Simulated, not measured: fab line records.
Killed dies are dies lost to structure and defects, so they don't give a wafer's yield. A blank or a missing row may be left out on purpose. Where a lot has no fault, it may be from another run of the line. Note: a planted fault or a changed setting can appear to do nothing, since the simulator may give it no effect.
Which tool is to blame? :: flow nand_harc :: route of 1159 steps, sampled at 1 step: 12 lots, 36 wafers

== WHAT EACH GAUGE READ, for each wafer ==
NHARC_A_ONON_D1_THK_MEAS_14: measures by ellipsometry.
lot: L077
measured: day 7 23:41
on: film_metro-02
thk_nm (nm): 995 995 996

lot: L076
measured: day 8 00:04
on: film_metro-01
thk_nm (nm): 1004 1003 1003

lot: L078
measured: day 8 23:34
on: film_metro-02
thk_nm (nm): 998 1000 998

lot: L081
measured: day 9 18:49
on: film_metro-01
thk_nm (nm): 1004 1004 1005

lot: L082
measured: day 9 19:06
on: film_metro-01
thk_nm (nm): 1002 1002 1002

lot: L085
measured: day 10 19:14
on: film_metro-02
thk_nm (nm): 993 990 991

lot: L087
measured: day 10 19:16
on: film_metro-01
thk_nm (nm): 1003 1001 1002

lot: L089
measured: day 11 16:38
on: film_metro-01
thk_nm (nm): 983 985 986

lot: L093
measured: day 11 23:40
on: film_metro-01
thk_nm (nm): 1013 1011 1013

lot: L092
measured: day 11 23:42
on: film_metro-01
thk_nm (nm): 1020 1022 1019

lot: L094
measured: day 12 13:45
on: film_metro-02
thk_nm (nm): 1006 1007 1006

lot: L096
measured: day 12 23:42
on: film_metro-01
thk_nm (nm): 988 989 990

== WHICH TOOL RAN EACH LOT (tool, then ch and the chambers of the sampled wafers, then the start) ==
The record holds no process step before these readings.

== THE ANSWER, worked out from the rows above alone ==
Rule: what is usual is taken from the lots themselves. Put in order of their means at a reading, lots are off if they are a third of the lots or fewer, leave a main group of 4 or more, and stand apart from it by a gap of 3 or more times the standard deviation of the main group's means; of several such gaps the widest counts. A main group whose means are all the same, to the digits that the tables above print for the reading, isn't used. Also off: a lot with no number at a reading for which 4 or more lots have one. Any other lot the step has rows for is counted as sound.
Across all readings shown, no lot is off: no conclusion can be drawn from this.

== WHAT THE SIMULATOR PUT IN ==
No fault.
